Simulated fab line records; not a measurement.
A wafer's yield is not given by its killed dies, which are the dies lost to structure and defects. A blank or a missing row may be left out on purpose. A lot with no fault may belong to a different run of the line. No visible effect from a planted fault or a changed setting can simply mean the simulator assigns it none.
Chamber matching :: flow n5-finfet :: rie-diel-05 running N5_GATE_CUT_ETCH_19: 4 sister chambers
The step etches SiNx in CH3F/O2, target depth 53.7 nm, time 76.7 s. 4 wafers are shown with their chamber, then 8 later ones without.

WAFERS PAIRED WITH THEIR CHAMBERS
wafer: L078.4
chamber: 0
drypump-motor-current-A (A): 5.9

wafer: L084.5
chamber: 1
drypump-motor-current-A (A): 5.7

wafer: L084.6
chamber: 2
drypump-motor-current-A (A): 6.8

wafer: L088.1
chamber: 3
drypump-motor-current-A (A): 5.2

WAFERS WHOSE CHAMBER IS MISSING
wafer: L088.3
drypump-motor-current-A (A): 6.0

wafer: L088.5
drypump-motor-current-A (A): 5.2

wafer: L091.2
drypump-motor-current-A (A): 5.7

wafer: L091.4
drypump-motor-current-A (A): 5.2

wafer: L091.5
drypump-motor-current-A (A): 5.7

wafer: L096.2
drypump-motor-current-A (A): 5.7

wafer: L096.3
drypump-motor-current-A (A): 6.0

wafer: L096.5
drypump-motor-current-A (A): 6.8

THE CHAMBER EACH PASSED THROUGH
wafer: L088.3
from the rows above: 0
in truth: 0

wafer: L088.5
from the rows above: 3
in truth: 3

wafer: L091.2
from the rows above: 1
in truth: 1

wafer: L091.4
from the rows above: 3
in truth: 3

wafer: L091.5
from the rows above: 1
in truth: 1

wafer: L096.2
from the rows above: 1
in truth: 1

wafer: L096.3
from the rows above: 0
in truth: 0

wafer: L096.5
from the rows above: 2
in truth: 2
Correct placement for 8 of the 8. Number that these rows cannot place: 0. Wrongly placed: 0.
How it was worked out, from the rows above alone: a wafer's distance from a chamber is the root of the sum, over the readings, of the square of ((its reading less the chamber's mean) divided by the reading's scatter). The wafer belongs to the nearest chamber; if the next one is less than 2 further off, it can't be placed. Each chamber's mean is taken over the wafers shown for it. The scatter: root of mean squared gap, hidden wafer to nearest shown wafer, with one shown wafer a chamber.
